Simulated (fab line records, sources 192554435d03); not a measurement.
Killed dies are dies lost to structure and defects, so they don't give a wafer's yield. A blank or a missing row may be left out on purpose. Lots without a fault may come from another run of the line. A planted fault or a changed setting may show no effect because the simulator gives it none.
A struck lot beside a sound one | flow n5_finfet | 13 steps out of a route of 1938
Sound: wafers L925.4, L925.5, L925.6. Struck: wafer L942.1. (L942.4, L942.6 of the same lot were not struck and are left out.) The cause comes at the end.
At each step with rows: each side's tool, then ch and its chambers, then its first start. Under that, the readings that differ: sound wafers | struck wafers | difference of the means | sigmas: that difference in standard deviations of wafers without a fault.
alike: readings whose means differ by less than 2 such deviations, and words and numbers that are the same on both sides. not compared: withheld readings, readings that some wafer has no value for, bounds like >300 that may hide the same value, and numbers for which the record gives no deviation and whose values overlap.
The two part at a step that has a row with sigmas, a row that says differs or no value, or rows on one side only. Numbers that don't overlap but have no deviation are shown without sigmas and don't part them. A reading that every wafer of one side lacks parts them only if that side has two wafers or more.

N5_BEOL_M15_TRENCH_ETCH_34: etches SiO2 in C4F8/O2/Ar, target depth 872.93 nm, time 199 s.
  sound on rie_diel-06 ch 0,2,3, day 12 03:18; struck on rie_diel-06 ch 1, day 16 14:23
  reading                | sound          | struck | difference                   | sigmas
  rf_hours_counter_h (h) | - - -          | 28     | no value on the sound wafers |
  throttle_valve_pct (%) | 31.0 31.1 31.4 | 30.2   | -1.0                         | -3
  alike: chamber_pressure_mTorr, drypump_motor_current_A, he_outer_torr, oes_product_au, rf_vpp_V, showerhead_plenum_p_Torr
N5_BEOL_M15_STRIP_36: strips in O2.
  sound on rie_diel-06 ch 0,2,3, day 12 06:12; struck on rie_diel-01 ch 0, day 16 17:26
  reading                         | sound          | struck | difference                   | sigmas
  rf_hours_counter_h (h)          | - - -          | 8      | no value on the sound wafers |
  rf_vpp_V (V)                    | 3.5 5.2 2.9    | 5.6    | +1.7                         | +2
  showerhead_plenum_p_Torr (Torr) | 1.92 2.08 2.07 | 2.24   | +0.22                        | +2
  alike: chamber_pressure_mTorr, drypump_motor_current_A, oes_product_au, temp_c, throttle_valve_pct
then, 1 step without rows for these wafers: N5_BEOL_M15_STRIP_62 (strips in O2).
N5_BEOL_M15_STRIP_37: strips in O2.
  sound on rie_diel-06 ch 0,2,3; struck on rie_diel-01 ch 0
  reading                         | sound          | struck | difference                   | sigmas
  rf_hours_counter_h (h)          | - - -          | 8      | no value on the sound wafers |
  showerhead_plenum_p_Torr (Torr) | 1.92 2.08 2.07 | 2.24   | +0.22                        | +2
  alike: chamber_pressure_mTorr, drypump_motor_current_A, oes_product_au, rf_vpp_V, temp_c, throttle_valve_pct
then, 3 steps without rows for these wafers: N5_BEOL_M15_ETCH_38 (etches SiCN in CF4/N2, target depth 106.4 nm, time 120.5 s); N5_BEOL_M15_PRECLEAN_39 (cleans in residue remover, time 60 s); N5_BEOL_M15_SRD_40 (time 30 s, dry time 30 s).
N5_BEOL_M15_DEGAS_41: time 60 s.
  sound on pvd_sputter-02, day 12 06:52; struck on pvd_sputter-01, day 16 18:04
  alike: heater_power_w
then, 2 steps without rows for these wafers: N5_BEOL_M15_PRE_CLEAN_42 (time 30 s); N5_BEOL_M15_SPUTTER_43 (material TaN, target thk 15 nm, time 24.19 s).
N5_BEOL_M15_SPUTTER_44: material Ta, target thk 15 nm, time 24.19 s.
  sound on pvd_sputter-02, day 12 07:01; struck on pvd_sputter-01, day 16 18:14
  alike: cathode_dc_power_W, throttle_valve_pct
N5_BEOL_M15_SPUTTER_45: material Cu, target thk 100 nm, time 16.67 s.
  sound on pvd_sputter-02, day 12 07:06; struck on pvd_sputter-01, day 16 18:19
  reading                | sound             | struck | difference | sigmas
  cathode_dc_power_W (W) | 25999 25997 25998 | 24923  | -1075      | -99 or more
  alike: chuck_sensor_temp_C, throttle_valve_pct
then, 1 step without rows for these wafers: N5_BEOL_M15_ECD_47 (material Cu, target thk 1860 nm).

WHERE THEY PART
First at N5_BEOL_M15_TRENCH_ETCH_34; last, within this record, at N5_BEOL_M15_SPUTTER_45.

WHY: what the simulator had put in
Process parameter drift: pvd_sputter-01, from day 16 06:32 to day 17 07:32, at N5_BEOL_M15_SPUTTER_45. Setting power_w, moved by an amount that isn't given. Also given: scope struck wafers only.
